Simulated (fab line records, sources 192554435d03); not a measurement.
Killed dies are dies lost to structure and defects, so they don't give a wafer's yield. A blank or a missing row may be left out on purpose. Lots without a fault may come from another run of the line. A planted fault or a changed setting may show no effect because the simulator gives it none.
A struck lot beside a sound one | flow n5_finfet | 18 steps out of a route of 1938
Sound: wafers L670.1, L670.2, L670.4. Struck: wafer L676.6. (L676.2, L676.4 of the same lot were not struck and are left out.) The cause comes at the end.
At each step with rows: each side's tool, then ch and its chambers, then its first start. Under that, the readings that differ: sound wafers | struck wafers | difference of the means | sigmas: that difference in standard deviations of wafers without a fault.
alike: readings whose means differ by less than 2 such deviations, and words and numbers that are the same on both sides. not compared: withheld readings, readings that some wafer has no value for, bounds like >300 that may hide the same value, and numbers for which the record gives no deviation and whose values overlap.
The two part at a step that has a row with sigmas, a row that says differs or no value, or rows on one side only. Numbers that don't overlap but have no deviation are shown without sigmas and don't part them. A reading that every wafer of one side lacks parts them only if that side has two wafers or more.

first, 7 steps without rows for these wafers: N5_BEOL_M8_COAT_60 (time 60 s, resist thk 35 nm); N5_BEOL_M8_COAT_05 (resist thk 90 nm); N5_BEOL_M8_EBR_07; N5_BEOL_M8_SOFTBAKE_06 (time 60 s); N5_BEOL_M8_EXPOSE_08 (exposes mask M8); N5_BEOL_M8_PEB_09 (peb time 60 s); N5_BEOL_M8_DEVELOP_10 (develop time 30 s).
N5_BEOL_M8_CD_MEAS_11: target cd 38.5 nm.
  sound on cd_sem-02 ch 0, day 11 20:26; struck on cd_sem-02 ch 0, day 13 00:19
  reading    | sound          | struck | difference | sigmas
  cd_nm (nm) | 38.7 38.4 39.1 | 37.4   | -1.3       | -2
N5_BEOL_M8_OVL_MEAS_12:
  sound on overlay-01 ch 0, day 11 20:28; struck on overlay-01 ch 0, day 13 00:21
  alike: M8_OVL
N5_BEOL_M8_INSPECT_13: inspects for defects (brightfield).
  sound on defect_inspect-01, day 11 20:30; struck on defect_inspect-01, day 13 00:22
  alike: raw_defect_count
N5_BEOL_M8_DESCUM_16: chemistry O2, time 7.9 s.
  sound on rie_diel-01 ch 0,1,3, day 11 21:35; struck on rie_diel-05 ch 1, day 13 00:25
  reading                     | sound             | struck | difference | sigmas
  drypump_motor_current_A (A) | 5.8 6.5 6.3       | 4.7    | -1.5       | -3
  rf_fwd_power_W (W)          | 49.34 49.16 49.25 | 49.79  | +0.54      | +3
  alike: oes_product_au, rf_vpp_V, showerhead_plenum_p_Torr, throttle_valve_pct
  not compared: rf_hours_counter_h
N5_BEOL_M8_ETCH_61: etches SiARC in CF4, target depth 45.5 nm, time 75.8 s.
  sound on rie_diel-01 ch 0,1,3, day 11 21:37; struck on rie_diel-05 ch 1, day 13 00:26
  reading                     | sound             | struck | difference | sigmas
  drypump_motor_current_A (A) | 5.7 6.6 6.3       | 4.7    | -1.5       | -3
  etch_rf_on_time_s (s)       | 76.2 73.4 73.1    | 79.2   | +5.0       | +2
  oes_product_au (a.u.)       | 0.63 0.77 0.81    | 0.56   | -0.18      | -2
  throttle_valve_pct (%)      | 15.64 15.02 15.66 | 16.07  | +0.63      | +2
  alike: bias_w, cf4_flow_sccm, rf_fwd_power_W, rf_vpp_V, showerhead_plenum_p_Torr
  not compared: rf_hours_counter_h
N5_BEOL_M8_ETCH_62: etches SOC in N2/H2, target depth 110 nm, overetch 22 nm, time 165 s.
  sound on rie_diel-01 ch 0,1,3, day 11 21:41; struck on rie_diel-05 ch 1, day 13 00:30
  reading                                    | sound          | struck | difference | sigmas
  drypump_motor_current_A (A)                | 5.7 6.5 6.3    | 4.8    | -1.4       | -3
  model.SiARC_of_BEOL_M8_COAT_60.thk_nm (nm) | 28.4 28.2 28.6 | 26.4   | -2.0       |
  alike: bias_w, oes_product_au, rf_fwd_power_W, rf_vpp_V, showerhead_plenum_p_Torr, throttle_valve_pct
  not compared: rf_hours_counter_h
then, 1 step without rows for these wafers: N5_BEOL_M8_STRIP_68 (strips in N2/H2).
N5_BEOL_M8_STRIP_67: strips in CF4.
  sound on rie_diel-01 ch 0,1,3, day 11 21:49; struck on rie_diel-05 ch 1, day 13 00:38
  reading                     | sound       | struck | difference | sigmas
  drypump_motor_current_A (A) | 5.7 6.6 6.3 | 4.7    | -1.5       | -3
  alike: cf4_flow_sccm, oes_product_au, rf_vpp_V, showerhead_plenum_p_Torr, throttle_valve_pct
  not compared: rf_hours_counter_h
N5_BEOL_M8_HM_OPEN_17: chemistry Cl2/BCl3, target TiN, target depth 20 nm, overetch 6 nm.
  sound on rie_metal-03 ch 0,1, day 11 21:52; struck on rie_metal-03 ch 1, day 13 00:41
  reading                         | sound      | struck | difference | sigmas
  model.BEOL_M8.cd_offset_nm (nm) | -0.2 1 0.4 | -0.4   | -0.8       |
  alike: bias_w, drypump_motor_current_A, mfc_cl2_sccm, oes_ar_750_au, oes_product_au, rf_fwd_power_W, throttle_valve_pct
  not compared: rf_hours_counter_h
N5_BEOL_M8_STRIP_19: strips in O2.
  sound on rie_diel-01 ch 0,1,2, day 11 22:13; struck on rie_diel-02 ch 2, day 13 00:48
  alike: drypump_motor_current_A, oes_product_au, rf_vpp_V, showerhead_plenum_p_Torr, throttle_valve_pct
  not compared: rf_hours_counter_h
-- the record jumps here: 3 days lie between the struck wafers' starts before and after (it left off in module BEOL_M8 and takes up again in module PASSIVATION, whose first step shown is number 1936 of the route) --
N5_PASSIVATION_PROBE_49:
  sound on prober-02, day 15 01:46; struck on prober-01, day 15 16:02
  alike: defect_limited_yield, killed_at_M0_to_M3, killed_at_M4_up, killed_at_contacts, killed_at_front_end, killed_at_other, killed_dies, killed_open, killed_short, sort_bin_5_function, sort_bin_6_memory, sort_bin_8_speed, sort_n_pass

WHERE THEY PART
First at N5_BEOL_M8_CD_MEAS_11; last, within this record, at N5_BEOL_M8_STRIP_67. Later steps at which nothing parts them and some readings are alike: N5_BEOL_M8_HM_OPEN_17, N5_BEOL_M8_STRIP_19, N5_PASSIVATION_PROBE_49.

WHY: what the simulator had put in
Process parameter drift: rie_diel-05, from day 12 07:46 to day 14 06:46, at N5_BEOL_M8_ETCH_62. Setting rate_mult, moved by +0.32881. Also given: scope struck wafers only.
